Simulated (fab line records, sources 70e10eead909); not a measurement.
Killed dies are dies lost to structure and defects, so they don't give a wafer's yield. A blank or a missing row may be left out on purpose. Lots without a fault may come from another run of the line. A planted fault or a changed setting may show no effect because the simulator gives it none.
Chamber matching | flow nand_harc | NHARC_A_M0_DEP_32 on pecvd-04: 3 sister chambers
The step deposits SiCN, target thk 30 nm. 16 wafers are shown with their chamber, then 8 later ones without.

WAFERS WITH THEIR CHAMBER
wafer  | chamber | heater_power_w (W)
L075.1 | 0       | 695
L075.4 | 2       | 667
L075.5 | 1       | 635
L081.1 | 2       | 615
L081.3 | 1       | 679
L081.4 | 0       | 692
L081.2 | 0       | 659
L081.5 | 2       | 644
L081.6 | 1       | 660
L083.2 | 1       | 592
L083.3 | 0       | 691
L083.4 | 2       | 723
L088.1 | 0       | 707
L088.4 | 1       | 626
L088.5 | 0       | 728
L090.1 | 2       | 670

SIGNATURES (means of the wafers above)
reading        | chamber 0 | chamber 1 | chamber 2 | scatter within a chamber
heater_power_w | 695.33    | 638.40    | 663.80    | 32
Rule: a wafer's distance from a chamber is the root of the sum, over the readings, of the square of ((its reading less the chamber's mean) divided by the reading's scatter). The wafer belongs to the nearest chamber; if the next one is less than 2 further off, it can't be placed. The scatter: the root of (the sum of the squares of (reading less its chamber's mean) over the shown wafers, divided by (wafers less chambers)).

WAFERS WITHOUT THEIR CHAMBER
wafer  | heater_power_w (W)
L090.5 | 648
L090.6 | 756
L095.1 | 727
L095.2 | 776
L095.5 | 567
L097.2 | 619
L097.3 | 717
L097.5 | 650

WHICH CHAMBER EACH WENT THROUGH
wafer  | from the rows above          | in truth
L090.5 | can't be placed: 1 or 2 or 0 | 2
L090.6 | can't be placed: 0 or 2 or 1 | 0
L095.1 | can't be placed: 0 or 2 or 1 | 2
L095.2 | can't be placed: 0 or 2 or 1 | 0
L095.5 | can't be placed: 1 or 2 or 0 | 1
L097.2 | can't be placed: 1 or 2 or 0 | 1
L097.3 | can't be placed: 0 or 2 or 1 | 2
L097.5 | can't be placed: 1 or 2 or 0 | 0
Placed correctly: 0 of 8. Can't be placed from these rows: 8 (the true chamber is among the candidates in 8). Placed wrongly: 0.
